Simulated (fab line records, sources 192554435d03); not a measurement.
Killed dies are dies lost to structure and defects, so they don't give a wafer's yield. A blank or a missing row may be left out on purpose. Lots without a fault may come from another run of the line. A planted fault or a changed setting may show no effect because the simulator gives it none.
Chamber matching | flow n5_finfet | N5_GATE_CUT_ETCH_28 on rie_diel-06: 4 sister chambers
The step etches underlayer in N2/H2, target depth 13 nm, time 10.4 s. 4 wafers are shown with their chamber, then 7 later ones without.

WAFERS WITH THEIR CHAMBER
wafer  | chamber | showerhead_plenum_p_Torr (Torr)
L082.4 | 2       | 2.64
L082.5 | 0       | 2.47
L088.2 | 1       | 2.53
L088.3 | 3       | 2.63

WAFERS WITHOUT THEIR CHAMBER
wafer  | showerhead_plenum_p_Torr (Torr)
L088.5 | 2.53
L091.1 | 2.63
L091.2 | 2.53
L091.4 | 2.64
L095.1 | 2.46
L095.3 | 2.63
L095.5 | 2.46

WHICH CHAMBER EACH WENT THROUGH
wafer  | from the rows above     | in truth
L088.5 | 1                       | 1
L091.1 | can't be placed: 3 or 2 | 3
L091.2 | 1                       | 1
L091.4 | can't be placed: 2 or 3 | 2
L095.1 | 0                       | 0
L095.3 | can't be placed: 3 or 2 | 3
L095.5 | 0                       | 0
Placed correctly: 4 of 7. Can't be placed from these rows: 3 (the true chamber is among the candidates in 3). Placed wrongly: 0.
How it was worked out, from the rows above alone: a wafer's distance from a chamber is the root of the sum, over the readings, of the square of ((its reading less the chamber's mean) divided by the reading's scatter). The wafer belongs to the nearest chamber; if the next one is less than 2 further off, it can't be placed. A chamber's mean is the mean of its shown wafers. The scatter: with one shown wafer a chamber, the root of the mean of the squares of how far each hidden wafer lies from its nearest shown one.
